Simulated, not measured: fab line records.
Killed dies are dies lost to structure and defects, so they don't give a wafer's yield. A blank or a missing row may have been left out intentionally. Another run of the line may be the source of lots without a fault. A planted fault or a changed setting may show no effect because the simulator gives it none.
fab line records	flow n5Finfet
[record] lots = 6	wafers = 18	lastDay = 17
route steps=1938 shown BEOL_M14@1730
lots untouched by any fault: they come from a run of this same line in which no faults occurred
startH: the number of hours between the record's first day and the start of the first shown wafer of the lot	waitH: hours since the lot's step before	" identical to the entry in the row above	L1.1+2: several wafers, shown together as one row	- value missing, or start not given	* or withheld: withheld	< > ~ a bound
route shown NAME@n: NAME is a module with steps in the file, n the number in the route of the first one	usual: the fault-free wafers' mean and standard deviation	same: alike in all rows	chamber/n: place in a boat	sites: the reading at each site	_std_site: standard deviation across them	_edge_site: outer sites' mean less inner sites'	radiusMm: for every site, how far away it sits from the centre of the wafer	mask NAME#n: copy n	behind: the tool/chamber that last shaped the wafer	hold: why the lot went on hold/how many hours it stayed there/how the hold came to an end	device: which transistor (n, p or np) failed to switch	end of line: the same wafers' tests at the end of the route	a step without rows: its recipe alone	killed: dies that structure and defects cost at the first sort, which is not the same as the wafer's yield	map: per-die view of a wafer (x killed, . not killed, _ where there is no die)
set.NAME: the setting the step ran with; set.NAME@STEP: the setting that earlier step ran with	model.NAME: the simulator's own value behind a step, which no gauge read
a table for each step, a row for each wafer; lots at some steps of the route
services: when a tool's chamber went out of use (startH, in hours from the record's first day, below 0 if earlier), for how many hours, and the reason
[[steps]]
[step N5_BEOL_M14_ETCH_59]
[recipe] chemistry = N2/H2	target = BARC	targetDepthA = 890	overetchA = 267	timeS = 67.9	ionEnergyEv = 200	pressureMtorr = 30	sourceW = 840	biasW = 150	n2FlowSccm = 200	h2FlowSccm = 200
[usual] drypumpMotorCurrentA = 5.9/0.57	oesProductAu = 0.68/0.073	rfVppV = 525.1/2.8	showerheadPlenumPTorr = 2.58/0.091	throttleValvePct = 17.80/0.26
lot.wafer	tool	chamber	startH	waitH	drypumpMotorCurrentA	oesProductAu	rfHoursCounterH	rfVppV	showerheadPlenumPTorr	throttleValvePct
L104.3	rieDiel-02	3	286.27	0.0	6.0	0.74	67	529.0	2.68	17.80
L104.4	"	1	"	"	6.5	0.74	57	526.5	2.69	17.58
L104.6	"	2	"	"	5.7	0.66	-	524.4	2.57	18.11
L108.2	rieDiel-02	1	310.15	0.0	6.5	0.72	65	528.2	2.69	17.57
L108.5	"	3	"	"	6.0	0.73	-	525.9	2.67	17.81
L108.6	"	0	"	"	6.3	0.58	-	526.8	2.60	17.66
L111.2	rieDiel-05	0	318.73	0.0	5.6	0.77	40	526.9	2.57	17.80
L111.5	"	0	"	"	5.6	0.76	-	525.5	2.57	17.79
L111.6	"	2	"	"	5.6	0.59	-	525.4	2.61	18.22
L117.2	rieDiel-05	0	353.62	0.0	5.6	0.76	52	525.1	2.57	17.82
L117.4	"	0	"	"	5.6	0.75	-	525.4	2.57	17.79
L117.6	"	3	"	"	6.2	0.76	-	529.8	2.69	17.59
L121.1	rieDiel-05	0	371.95	0.0	5.6	0.75	59	524.2	2.56	17.82
L121.3	"	2	"	"	5.6	0.82	2	524.6	2.60	17.80
L121.6	"	1	"	"	6.5	0.76	-	522.7	2.50	17.24
L122.1	rieDiel-01	3	378.15	0.0	5.1	0.67	122	521.2	2.46	17.65
L122.3	"	1	"	"	6.2	0.63	173	527.1	2.65	18.10
L122.5	"	1	"	"	6.2	0.63	-	527.0	2.65	18.10
[step N5_BEOL_M14_VIA_ETCH_16]
[recipe] chemistry = C4F8/O2/Ar	target = SiO2	heInnerTorr = 15	heOuterTorr = 30	targetDepthA = 12313	timeS = withheld	ionEnergyEv = 800	pressureMtorr = 20	sourceW = 1905	biasW = 2040	Ar_flow_sccm = 400	C4F8_flow_sccm = 16	O2_flow_sccm = 12	ends = cleared
[usual] drypumpMotorCurrentA = 5.9/0.57	oes_ar_750_au = 0.80/0.087	oesProductAu = 0.72/0.08	rfVppV = 2229/31	showerheadPlenumPTorr = 3.50/0.12	throttleValvePct = 30.8/0.34
lot.wafer	tool	chamber	startH	waitH	drypumpMotorCurrentA	oes_ar_750_au	oesProductAu	rfVppV	showerheadPlenumPTorr	throttleValvePct
L104.3	rieDiel-02	3	286.32	0.0	6.0	0.85	0.78	2194	3.64	31.1
L104.4	"	1	"	"	6.5	0.85	0.78	2253	3.62	30.5
L104.6	"	2	"	"	5.6	0.78	0.71	2243	3.43	30.8
L108.2	rieDiel-02	1	310.20	0.0	6.5	0.84	0.76	2251	3.61	30.5
L108.5	"	3	"	"	6.0	0.84	0.77	2194	3.63	31.2
L108.6	"	0	"	"	6.3	0.68	0.61	2258	3.51	30.6
L111.2	rieDiel-05	0	318.78	0.0	5.6	0.89	0.82	2273	3.51	31.2
L111.5	"	0	"	"	5.6	0.88	0.82	2270	3.51	31.2
L111.6	"	2	"	"	5.6	0.68	0.61	2204	3.55	31.3
L117.2	rieDiel-05	0	353.68	0.0	5.6	0.87	0.80	2272	3.51	31.2
L117.4	"	0	"	"	5.6	0.87	0.81	2271	3.51	31.2
L117.6	"	3	"	"	6.2	0.90	0.79	2192	3.63	30.7
L121.1	rieDiel-05	0	372.00	0.0	5.6	0.86	0.80	2272	3.50	31.2
L121.3	"	2	"	"	5.5	0.95	0.86	2204	3.54	31.1
L121.6	"	1	"	"	6.5	0.89	0.83	2246	3.36	30.0
L122.1	rieDiel-01	3	378.20	0.0	5.1	0.78	0.70	2182	3.35	30.8
L122.3	"	1	"	"	6.2	0.75	0.68	2253	3.57	31.1
L122.5	"	1	"	"	6.2	0.75	0.69	2253	3.57	31.1
[step N5_BEOL_M14_STRIP_63]
[recipe] chemistry = O2	powerW = 600	tempC = 60	pressureMtorr = 30	rfFrequencyHz = 6e+07	biasPowerW = 0	overashFraction = 0.3	o2FlowSccm = 225
[usual] drypumpMotorCurrentA = 5.9/0.57	oesProductAu = 0.80/0.09	rfVppV = 3.6/0.88	showerheadPlenumPTorr = 2.13/0.083	throttleValvePct = 16.58/0.27
[same] overashFraction = 0.3
lot.wafer	tool	chamber	startH	waitH	drypumpMotorCurrentA	oesProductAu	rfHoursCounterH	rfVppV	showerheadPlenumPTorr	throttleValvePct
L104.3	rieDiel-02	3	-	-	6.0	0.87	67	4.2	2.23	16.78
L104.4	"	1	"	"	6.5	0.86	57	3.7	2.21	16.27
L104.6	"	2	"	"	5.7	0.77	-	4.4	2.10	16.61
L108.2	rieDiel-02	1	-	-	6.5	0.85	65	3.9	2.20	16.31
L108.5	"	3	"	"	6.0	0.87	-	2.6	2.23	16.80
L108.6	"	0	"	"	6.2	0.67	-	4.3	2.14	16.48
L111.2	rieDiel-05	0	-	-	5.5	0.91	40	4.5	2.15	16.69
L111.5	"	0	"	"	5.6	0.92	-	4.4	2.15	16.69
L111.6	"	2	"	"	5.6	0.68	-	5.1	2.15	16.96
L117.2	rieDiel-05	0	-	-	5.6	0.88	52	2.4	2.14	16.73
L117.4	"	0	"	"	5.6	0.89	-	4.4	2.14	16.75
L117.6	"	3	"	"	6.3	0.87	-	3.1	2.24	16.44
L121.1	rieDiel-05	0	-	-	5.6	0.89	59	2.1	2.14	16.70
L121.3	"	2	"	"	5.6	0.99	3	3.9	2.15	16.51
L121.6	"	1	"	"	6.5	0.89	-	4.9	2.04	15.93
L122.1	rieDiel-01	3	-	-	5.1	0.75	122	2.1	2.00	16.36
L122.3	"	1	"	"	6.1	0.75	173	3.0	2.19	16.80
L122.5	"	1	"	"	6.1	0.74	-	2.6	2.19	16.83
[step N5_BEOL_M14_STRIP_64]
[recipe] chemistry = O2	powerW = 600	tempC = 60	pressureMtorr = 30	rfFrequencyHz = 6e+07	biasPowerW = 0	overashFraction = 0.3	o2FlowSccm = 225
[usual] drypumpMotorCurrentA = 5.9/0.57	oesProductAu = 0.80/0.088	rfVppV = 3.7/0.46	showerheadPlenumPTorr = 2.13/0.083	throttleValvePct = 16.58/0.27
[same] overashFraction = 0.3
lot.wafer	tool	chamber	startH	waitH	drypumpMotorCurrentA	oesProductAu	rfHoursCounterH	rfVppV	showerheadPlenumPTorr	throttleValvePct
L104.3	rieDiel-02	3	-	-	6.0	0.87	67	3.2	2.23	16.80
L104.4	"	1	"	"	6.5	0.86	57	3.4	2.21	16.28
L104.6	"	2	"	"	5.6	0.77	-	4.2	2.10	16.66
L108.2	rieDiel-02	1	-	-	6.5	0.85	65	4.3	2.20	16.28
L108.5	"	3	"	"	6.0	0.85	-	3.9	2.23	16.81
L108.6	"	0	"	"	6.3	0.68	-	4.1	2.14	16.46
L111.2	rieDiel-05	0	-	-	5.6	0.90	40	3.7	2.15	16.70
L111.5	"	0	"	"	5.6	0.90	-	3.7	2.15	16.69
L111.6	"	2	"	"	5.6	0.68	-	4.1	2.15	16.97
L117.2	rieDiel-05	0	-	-	5.6	0.89	52	3.5	2.14	16.72
L117.4	"	0	"	"	5.6	0.89	-	3.7	2.14	16.70
L117.6	"	3	"	"	6.2	0.87	-	3.7	2.24	16.45
L121.1	rieDiel-05	0	-	-	5.6	0.87	59	3.9	2.14	16.73
L121.3	"	2	"	"	5.5	0.98	3	3.1	2.15	16.52
L121.6	"	1	"	"	6.5	0.90	-	3.6	2.04	15.95
L122.1	rieDiel-01	3	-	-	5.1	0.77	122	3.1	2.00	16.39
L122.3	"	1	"	"	6.2	0.75	173	3.6	2.19	16.82
L122.5	"	1	"	"	6.2	0.75	-	4.3	2.19	16.81
[step N5_BEOL_M14_STRIP_71]
[recipe] chemistry = postEtchResidueRemover	timeS = 60	tempC = 25	removerPh = withheld	removerWaterWtPct = withheld	removerFluorideWtPct = withheld
[step N5_BEOL_M14_SRD_72]
[recipe] timeS = 30	tempC = 23	rinseLiquid = diw	dry = n2Spin	spinRpm = 1500	dryTimeS = 30
[step N5_BEOL_M14_CD_MEAS_17]
[recipe] targetCdNm = 250	polarity = opening
[usual] cdNm = 250.3/1.9
lot.wafer	tool	chamber	startH	waitH	cdNm
L104.3	cdSem-03	-	286.67	0.0	252.4
L104.4	"	-	"	"	249.6
L104.6	"	-	"	"	252.1
L108.2	cdSem-02	-	310.55	0.0	252.7
L108.5	"	-	"	"	253.8
L108.6	"	-	"	"	250.8
L111.2	cdSem-02	-	319.13	0.0	250.6
L111.5	"	-	"	"	251.9
L111.6	"	-	"	"	252.0
L117.2	cdSem-03	-	354.02	0.0	250.3
L117.4	"	-	"	"	249.1
L117.6	"	-	"	"	248.9
L121.1	cdSem-01	-	372.38	0.0	252.4
L121.3	"	-	"	"	252.8
L121.6	"	-	"	"	250.4
L122.1	cdSem-02	-	378.55	0.0	252.6
L122.3	"	-	"	"	250.1
L122.5	"	-	"	"	252.7
[step N5_BEOL_M14_COAT_65]
[recipe] resist = SOC	tempC = 250	timeS = 60	spinRpm = 1500	resistThkNm = 450
[step N5_BEOL_M14_COAT_66]
[recipe] resist = SiARC	tempC = 220	timeS = 60	spinRpm = 1500	resistThkNm = 110
[step N5_BEOL_M14_COAT_22]
[recipe] spinRpm = 2888	resistThkNm = 300
[step N5_BEOL_M14_EBR_24]
[recipe] solvent = PGMEA	ebrWidthMm = 1.5
[step N5_BEOL_M14_SOFTBAKE_23]
[recipe] tempC = 130	timeS = 60
[step N5_BEOL_M14_EXPOSE_25]
[recipe] maskId = M14	na = 0.8	sourceShape = annular	sigmaInner = 0.5	sigmaOuter = 0.8	polarization = unpolarized	targetCdNm = 280	doseMj = 26.6
[usual] stageVelMmS = 499.97/0.22
lot.wafer	tool	chamber	startH	waitH	mask	stageVelMmS	model.BEOL_M14.overlayXNm
L104.3	krfScanner-02	0	286.96	-	M14#0	500.32	-2.6
L104.4	"	0	"	"	M14#0	499.97	-2.6
L104.6	"	0	"	"	M14#0	499.75	-2.6
L108.2	krfScanner-02	0	310.71	-	M14#0	499.97	49.8
L108.5	"	0	"	"	M14#0	499.88	49.8
L108.6	"	0	"	"	M14#0	499.46	49.8
L111.2	krfScanner-02	0	319.42	-	M14#0	499.93	47
L111.5	"	0	"	"	M14#0	500.42	47
L111.6	"	0	"	"	M14#0	500.05	47
L117.2	krfScanner-01	0	354.18	-	M14#0	499.45	-1
L117.4	"	0	"	"	M14#0	500.19	-1
L117.6	"	0	"	"	M14#0	500.07	-1
L121.1	krfScanner-01	0	372.54	-	M14#0	499.92	0.6
L121.3	"	0	"	"	M14#0	500.04	0.6
L121.6	"	0	"	"	M14#0	500.10	0.6
L122.1	krfScanner-01	0	378.70	-	M14#0	500.20	-0.6
L122.3	"	0	"	"	M14#0	500.17	-0.6
L122.5	"	0	"	"	M14#0	500.00	-0.6
[step N5_BEOL_M14_PEB_26]
[recipe] pebTempC = 130	pebTimeS = 90
[step N5_BEOL_M14_DEVELOP_27]
[recipe] developTimeS = 45	rinseLiquid = diw	dry = airSpin	devTempC = 21
[step N5_BEOL_M14_HARDBAKE_32]
[recipe] tempC = 130	timeS = 120
[step N5_BEOL_M14_CD_MEAS_28]
[recipe] targetCdNm = 284.4	landingEnergyEv = 500	detector = seInlens
[usual] cdNm = 284.3/1.6
lot.wafer	tool	chamber	startH	waitH	cdNm
L104.3	cdSem-03	0	287.13	-	283.9
L104.4	"	0	"	"	283.7
L104.6	"	0	"	"	284.8
L108.2	cdSem-03	0	310.88	-	282.1
L108.5	"	0	"	"	282.8
L108.6	"	0	"	"	286.0
L111.2	cdSem-01	0	319.58	-	286.4
L111.5	"	0	"	"	285.3
L111.6	"	0	"	"	284.4
L117.2	cdSem-02	0	354.35	-	283.2
L117.4	"	0	"	"	283.5
L117.6	"	0	"	"	283.1
L121.1	cdSem-01	0	372.71	-	286.8
L121.3	"	0	"	"	285.6
L121.6	"	0	"	"	287.1
L122.1	cdSem-03	0	378.87	-	281.2
L122.3	"	0	"	"	284.5
L122.5	"	0	"	"	285.3
[step N5_BEOL_M14_OVL_MEAS_29]
[recipe] pointsPerWafer = 44
[usual] M14_OVL = 2/5.7
lot.wafer	tool	chamber	startH	waitH	M14_OVL[nm]
L104.3	overlay-02	0	287.15	0.0	-6
L104.4	"	0	"	"	0
L104.6	"	0	"	"	-9
L108.2	overlay-01	0	310.91	0.0	49
L108.5	"	0	"	"	49
L108.6	"	0	"	"	45
L111.2	overlay-01	0	319.61	0.0	52
L111.5	"	0	"	"	44
L111.6	"	0	"	"	51
L117.2	overlay-01	0	354.38	0.0	1
L117.4	"	0	"	"	9
L117.6	"	0	"	"	1
L121.1	overlay-01	0	372.74	0.0	8
L121.3	"	0	"	"	11
L121.6	"	0	"	"	11
L122.1	overlay-02	0	378.91	0.0	2
L122.3	"	0	"	"	5
L122.5	"	0	"	"	-2
[[services]]
tool	chamber	startH	hours	kind
krfScanner-02	-	268.00	1.3	pm
rieDiel-05	1	297.02	-	clean
rieDiel-05	1	297.02	-	consumableReplace:focusRing
rieDiel-05	1	297.02	22.1	scheduledDown
rieDiel-05	1	297.02	22.1	ventCycle
krfScanner-02	-	302.66	3.0	repair
rieDiel-02	2	306.72	4.8	repair
rieDiel-02	0	313.32	-	clean
rieDiel-02	0	313.32	-	consumableReplace:focusRing
rieDiel-02	0	313.32	30.2	scheduledDown
rieDiel-02	3	317.48	4.5	repair
krfScanner-02	-	319.46	0.8	pm
rieDiel-02	3	329.20	11.3	repair
krfScanner-02	-	332.26	4.4	pm
rieDiel-02	2	332.84	7.0	repair
krfScanner-01	-	336.64	7.2	pm
krfScanner-01	-	343.84	1.0	pm
rieDiel-01	3	344.13	12.7	repair
krfScanner-01	-	344.84	0.8	pm
rieDiel-05	2	350.55	-	clean
rieDiel-05	2	350.55	-	consumableReplace:focusRing
rieDiel-05	2	350.55	14.7	scheduledDown
rieDiel-05	2	350.55	14.7	ventCycle
krfScanner-02	-	377.26	0.9	repair
[[key]]
[firstSign] step = N5_BEOL_M14_OVL_MEAS_29	reading = M14_OVL	direction = up	sigmas = 8.2	usual = 2	struck = 48
effect none on later readings
[modelEffect] step = N5_BEOL_M14_EXPOSE_25	value = BEOL_M14.overlayXNm	without = 3	struck = 48.4
metAt N5_BEOL_M14_EXPOSE_25
struckWafers L108.2,L108.5,L108.6,L111.2,L111.5,L111.6
onsetBetween 286.96 310.71
[earlierFault] kind = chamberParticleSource	tool = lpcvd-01	chamber = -	onsetH = 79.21	steps = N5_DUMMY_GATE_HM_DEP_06	ratePerVisitCm2 = 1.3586	endH = 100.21
[fault] kind = scannerMatchingOverlay	tool = krfScanner-02	chamber = -	onsetH = 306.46	steps = N5_BEOL_M14_EXPOSE_25	offset = 45.332
